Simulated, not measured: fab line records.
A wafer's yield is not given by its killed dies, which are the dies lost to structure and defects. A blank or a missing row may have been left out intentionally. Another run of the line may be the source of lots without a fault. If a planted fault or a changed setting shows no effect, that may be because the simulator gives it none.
A lot that was struck, set against a sound lot -- flow nand harc -- 14 steps out of a route of 1302
Sound: the wafers L541.2, L541.3, L541.5. Struck: wafer L534.4 (L534.2, L534.6, from the same lot, were not struck and are left out); the cause is given at the end.
Order at every step that has rows: each side's tool, ch and its chambers, its first start. Under that, the readings that differ: sound wafers -- struck wafers -- difference of the means -- sigmas: that difference in standard deviations of wafers without a fault.
alike: readings whose means differ by less than 2 such deviations, and words and numbers that are the same on both sides. not compared: withheld readings, readings that some wafer has no value for, bounds like >300 that may hide the same value, and numbers for which the record gives no deviation and whose values overlap.
Wherever a step has rows on one side only, a row that says differs or no value, or a row with sigmas, the two part there. Non-overlapping numbers with no deviation appear without sigmas and do not part them. Lack of a reading on every wafer of one side parts them only where that side has two or more wafers.

first, 2 steps without rows for these wafers: NHARC_A_CHANNEL_HOLE_D2_STRIP_43 (strips in O2/COS); NHARC_A_CHANNEL_HOLE_D2_ETCH_44 (etches the open film in CF4/O2, target depth 140 nm, overetch 14 nm, time 77 s).
NHARC_A_CHANNEL_HOLE_D2_STRIP_28: strips in O2.
  sound: rie diel-09 ch 0,2; struck: rie diel-02 ch 0
  alike: drypump motor current A, oes product au, rf vpp V, showerhead plenum p Torr, throttle valve pct
  not compared: rf hours counter h
then, 2 steps without rows for these wafers: NHARC_A_CHANNEL_HOLE_D2_PRECLEAN_29 (cleans in SC1); NHARC_A_CHANNEL_HOLE_D2_SRD_30.
NHARC_A_CHANNEL_HOLE_D2_CD_MEAS_31:
  sound on cd sem-01 at day 19 08:30; struck on cd sem-03 at day 16 03:40
  alike: cd nm
NHARC_A_CHANNEL_HOLE_D2_XSEM_32:
  sound on xsem-01 ch 0, day 19 08:35; struck on xsem-01 ch 0, day 16 03:45
  alike: bot cd nm, bow nm, tilt deg
NHARC_A_CHANNEL_HOLE_D2_INSPECT_40:
  sound on defect inspect-02 at day 19 08:41; struck on defect inspect-01 at day 16 03:50
reading,sound,struck,difference,sigmas
raw defect count,280 280 239,580,+314,+3
then, 2 steps without rows for these wafers: NHARC_A_CHANNEL_FILL_D2_PRECLEAN_00 (cleans in SC1); NHARC_A_CHANNEL_FILL_D2_SRD_01.
NHARC_A_CHANNEL_FILL_D2_ALD_02: deposits SiO2, target thk 6 nm, pulse time 10 s, ald cycles 60.
  sound on ald hk-02 ch 0,1, day 19 08:56; struck on ald hk-04 ch 2, day 16 04:07
  alike: heater power w, precursor pulse height rel
  not compared: ald cycles
NHARC_A_CHANNEL_FILL_D2_ALD_03: deposits SiNx, target thk 6 nm, pulse time 60 s, ald cycles 58.
  sound: ald sin batch-01 ch 0; struck: ald sin batch-02 ch 0
  alike: precursor pulse height rel
  not compared: ald cycles
NHARC_A_CHANNEL_FILL_D2_ALD_14: deposits SiO2, target thk 2.5 nm, pulse time 10 s, ald cycles 25.
  sound on ald hk-03 ch 0,2,3, day 19 16:38; struck on ald hk-03 ch 3, day 16 11:04
reading,sound,struck,difference,sigmas
ald cycles,25 25 25,23,-2,
  alike: heater power w, precursor pulse height rel
NHARC_A_CHANNEL_FILL_D2_ALD_15: deposits SiNx, target thk 2 nm, pulse time 60 s, ald cycles 19.
  sound: ald sin batch-02 ch 0; struck: ald sin batch-02 ch 0
  alike: precursor pulse height rel
  not compared: ald cycles

WHERE THEY PART
Only at NHARC_A_CHANNEL_HOLE_D2_INSPECT_40, within this record. Later steps at which nothing parts them and some readings are alike: NHARC_A_CHANNEL_FILL_D2_ALD_02, NHARC_A_CHANNEL_FILL_D2_ALD_03, NHARC_A_CHANNEL_FILL_D2_ALD_14, NHARC_A_CHANNEL_FILL_D2_ALD_15.

WHY: the cause the simulator had injected
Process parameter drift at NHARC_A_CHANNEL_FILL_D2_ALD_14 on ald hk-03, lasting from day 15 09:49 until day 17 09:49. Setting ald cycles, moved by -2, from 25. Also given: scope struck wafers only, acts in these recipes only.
